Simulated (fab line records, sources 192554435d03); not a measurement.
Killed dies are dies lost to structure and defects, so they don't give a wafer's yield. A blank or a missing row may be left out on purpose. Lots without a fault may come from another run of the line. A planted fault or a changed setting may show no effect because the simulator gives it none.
Chamber matching | flow n5_finfet | N5_BEOL_M2_ALD_84 on ald_metal-03: 4 sister chambers
The step deposits TaN, pulse time 2 s, purge time 3 s, co reactant purge time 2 s. 14 wafers are shown with their chamber, then 7 later ones without.

WAFERS WITH THEIR CHAMBER
wafer  | chamber | heater_power_w (W)
L361.2 | 2       | 401
L361.6 | 1       | 455
L362.2 | 2       | 409
L362.5 | 0       | 431
L362.6 | 3       | 390
L367.2 | 1       | 453
L367.4 | 3       | 398
L369.3 | 3       | 396
L369.4 | 0       | 424
L369.5 | 1       | 445
L370.2 | 0       | 430
L370.3 | 3       | 399
L370.6 | 1       | 446
L372.3 | 1       | 446

SIGNATURES (means of the wafers above)
reading        | chamber 0 | chamber 1 | chamber 2 | chamber 3 | scatter within a chamber
heater_power_w | 428.33    | 449.00    | 405.00    | 395.75    | 4.42
Rule: a wafer's distance from a chamber is the root of the sum, over the readings, of the square of ((its reading less the chamber's mean) divided by the reading's scatter). The wafer belongs to the nearest chamber; if the next one is less than 2 further off, it can't be placed. The scatter: the root of (the sum of the squares of (reading less its chamber's mean) over the shown wafers, divided by (wafers less chambers)).

WAFERS WITHOUT THEIR CHAMBER
wafer  | heater_power_w (W)
L372.5 | 430
L374.1 | 400
L374.4 | 397
L374.6 | 414
L377.2 | 400
L377.4 | 429
L377.6 | 399

WHICH CHAMBER EACH WENT THROUGH
wafer  | from the rows above     | in truth
L372.5 | 0                       | 0
L374.1 | can't be placed: 3 or 2 | 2
L374.4 | can't be placed: 3 or 2 | 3
L374.6 | can't be placed: 2 or 0 | 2
L377.2 | can't be placed: 3 or 2 | 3
L377.4 | 0                       | 0
L377.6 | can't be placed: 3 or 2 | 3
Placed correctly: 2 of 7. Can't be placed from these rows: 5 (the true chamber is among the candidates in 5). Placed wrongly: 0.
